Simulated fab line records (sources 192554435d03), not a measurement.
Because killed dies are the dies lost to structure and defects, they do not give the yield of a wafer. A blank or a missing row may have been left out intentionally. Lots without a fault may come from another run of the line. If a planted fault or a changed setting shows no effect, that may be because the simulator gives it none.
A struck lot beside a sound one | flow n5_finfet | 15 out of 1938 route steps
Sound: these wafers, L796.1, L796.4, L796.6. Struck: wafers L801.1, L801.5 (left out: L801.2, a lot-mate that was not struck); the cause follows at the end.
Per side, at each step with rows, come the tool, then ch with its chambers, and then its first start. Under that, the readings that differ: sound wafers | struck wafers | difference of the means | sigmas: that difference in standard deviations of wafers without a fault.
alike: words and numbers the same on both sides, and readings whose means are apart by under 2 such deviations; not compared: readings that were withheld, readings missing a value for some wafer, numbers with overlapping values and no deviation given by the record, and bounds like >300 which may hide the same value.
A row with sigmas, a row that says differs or no value, or rows on one side alone: a step with any of these is where the two part. Numbers that don't overlap but have no deviation are shown without sigmas and don't part them. A reading missing from all wafers of one side parts the sides only when that side holds two or more wafers.

first, 4 steps without rows for these wafers: N5_BEOL_M8_SOFTBAKE_06 (time 60 s); N5_BEOL_M8_EXPOSE_08 (exposes mask M8); N5_BEOL_M8_PEB_09 (peb time 60 s); N5_BEOL_M8_DEVELOP_10 (develop time 30 s).
N5_BEOL_M8_CD_MEAS_11: the cd target is 38.5 nm.
  sound on cd_sem-03 ch 0, day 13 11:21; struck on cd_sem-02 ch 0, day 14 00:16
  alike: cd_nm
N5_BEOL_M8_OVL_MEAS_12:
  sound on overlay-01 ch 0, day 13 11:23; struck on overlay-02 ch 0, day 14 00:17
  alike: M8_OVL
N5_BEOL_M8_INSPECT_13: inspects for defects (brightfield).
  sound: defect_inspect-01 at day 13 11:25; struck: defect_inspect-01 at day 14 00:19
  alike: raw_defect_count
N5_BEOL_M8_DESCUM_16: chemistry O2, time 7.9 s.
  sound on rie_diel-01 ch 2,3, day 13 12:01; struck on rie_diel-03 ch 0,2, day 14 00:20
  alike: drypump_motor_current_A, oes_product_au, rf_vpp_V, showerhead_plenum_p_Torr, throttle_valve_pct
  not compared: rf_hours_counter_h
N5_BEOL_M8_ETCH_61: etches SiARC in CF4, target depth 45.5 nm, time 75.8 s.
  sound on rie_diel-01 ch 2,3, day 13 12:03; struck on rie_diel-03 ch 0,2, day 14 00:23
  alike: drypump_motor_current_A, etch_rf_on_time_s, oes_product_au, rf_vpp_V, showerhead_plenum_p_Torr, throttle_valve_pct
  not compared: rf_hours_counter_h
N5_BEOL_M8_ETCH_62: etches SOC in N2/H2, target depth 110 nm, overetch 22 nm, time 165 s.
  sound on rie_diel-01 ch 2,3, day 13 12:07; struck on rie_diel-03 ch 0,2, day 14 00:26
  alike: drypump_motor_current_A, oes_product_au, rf_vpp_V, showerhead_plenum_p_Torr, throttle_valve_pct
  not compared: rf_hours_counter_h
then, 1 step without rows for these wafers: N5_BEOL_M8_STRIP_68 (strips in N2/H2).
N5_BEOL_M8_STRIP_67: strips in CF4.
  sound on rie_diel-01 ch 2,3, day 13 12:16; struck on rie_diel-03 ch 0,2, day 14 00:35
  alike: drypump_motor_current_A, oes_product_au, power_w, rf_vpp_V, showerhead_plenum_p_Torr, throttle_valve_pct
  not compared: rf_hours_counter_h
N5_BEOL_M8_HM_OPEN_17: chemistry Cl2/BCl3, target TiN, target depth 20 nm, overetch 6 nm.
  sound on rie_metal-03 ch 0,1, day 13 12:18; struck on rie_metal-03 ch 1, day 14 00:37
  reading                                  | sound        | struck    | difference | sigmas
  model.SOC_of_BEOL_M8_COAT_59.thk_nm (nm) | 92.2 92 91.8 | 93.2 93.2 | +1.2       |
  alike: bcl3_flow_sccm, drypump_motor_current_A, he_backside_leak_sccm, oes_ar_750_au, oes_product_au, throttle_valve_pct
  not compared: rf_hours_counter_h
N5_BEOL_M8_STRIP_19: strips in O2.
  sound on rie_diel-04 ch 0,3, day 13 12:34; struck on rie_diel-04 ch 0,2, day 14 00:44
  alike: drypump_motor_current_A, oes_product_au, rf_vpp_V, showerhead_plenum_p_Torr, throttle_valve_pct
  not compared: rf_hours_counter_h
-- a jump in the record: the struck wafers' starts before and after are 3 days apart (it breaks off in module BEOL_M8 and resumes in module PASSIVATION, where the first step shown is number 1936 of the route) --
N5_PASSIVATION_PROBE_49:
  sound: prober-01 at day 16 07:25; struck: prober-02 at day 16 20:11
  alike: defect_limited_yield, killed_at_M0_to_M3, killed_at_M4_up, killed_at_contacts, killed_at_front_end, killed_at_other, killed_dies, killed_open, killed_short, sort_bin_5_function, sort_bin_6_memory, sort_bin_8_speed, sort_n_pass, sort_yield_pct

== WHERE THEY PART ==
Nowhere in this record.

WHY: the cause the simulator had injected
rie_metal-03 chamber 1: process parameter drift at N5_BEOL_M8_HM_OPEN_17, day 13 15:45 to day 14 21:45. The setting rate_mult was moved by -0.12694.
